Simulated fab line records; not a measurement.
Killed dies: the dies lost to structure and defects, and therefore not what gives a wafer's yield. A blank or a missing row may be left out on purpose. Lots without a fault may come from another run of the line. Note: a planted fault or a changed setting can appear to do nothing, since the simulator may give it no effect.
Chamber matching | flow nand_harc | NHARC_P_M1_CMP_23 on cmp-03 has 4 sister chambers
The step polishes, t overpolish 20 s, target thk 157.82 nm. 14 wafers are shown with their chamber, then 7 later ones without.

== WAFERS, EACH WITH ITS CHAMBER ==
wafer  | chamber | motor_current_A (A) | time_to_endpoint_s (s)
L076.2 | 3       | 10.6                | 28
L076.5 | 3       | 10.2                | 27
L076.6 | 2       | 12.8                | 31
L078.3 | 1       | 14.0                | 38
L078.4 | 0       | 12.9                | 30
L078.6 | 3       | 10.6                | 31
L079.1 | 3       | 10.9                | 28
L079.2 | 1       | 14.3                | 38
L079.3 | 0       | 13.7                | 26
L080.1 | 2       | 13.0                | 30
L080.3 | 1       | 14.6                | 37
L080.5 | 3       | 10.9                | 29
L082.1 | 3       | 11.0                | 29
L082.2 | 1       | 14.9                | 38

SIGNATURES, as means of the wafers listed above
reading            | chamber 0 | chamber 1 | chamber 2 | chamber 3 | scatter within a chamber
motor_current_A    | 13.300    | 14.450    | 12.900    | 10.700    | 0.351
time_to_endpoint_s | 28.00     | 37.75     | 30.50     | 28.67     | 1.36
Rule: for a wafer and a chamber, the distance is found by dividing, reading by reading, the gap between the wafer's reading and the chamber's mean by the reading's scatter, squaring, summing and taking the root. If the next closest chamber is less than 2 further off than the closest, the wafer can't be placed; otherwise it belongs to the closest. The scatter is the square root of a quotient: the sum, over the shown wafers, of each reading's squared deviation from its chamber's mean, divided by wafers minus chambers.

== WAFERS WITHOUT THEIR CHAMBER ==
wafer  | motor_current_A (A) | time_to_endpoint_s (s)
L082.5 | 14.7                | 38
L089.1 | 10.3                | 25
L089.3 | 14.4                | 34
L089.6 | 14.4                | 33
L095.3 | 12.8                | 29
L095.5 | 14.2                | 36
L095.6 | 13.0                | 27

== THE CHAMBER EACH PASSED THROUGH ==
wafer  | from the rows above          | in truth
L082.5 | 1                            | 1
L089.1 | 3                            | 3
L089.3 | 1                            | 1
L089.6 | can't be placed: 1 or 2 or 0 | 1
L095.3 | can't be placed: 2 or 0      | 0
L095.5 | 1                            | 1
L095.6 | can't be placed: 0 or 2      | 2
4 of 7 placed correctly. Cannot be placed on the basis of these rows: 3; the candidates contain the true chamber in 3. Wrongly placed: 0.
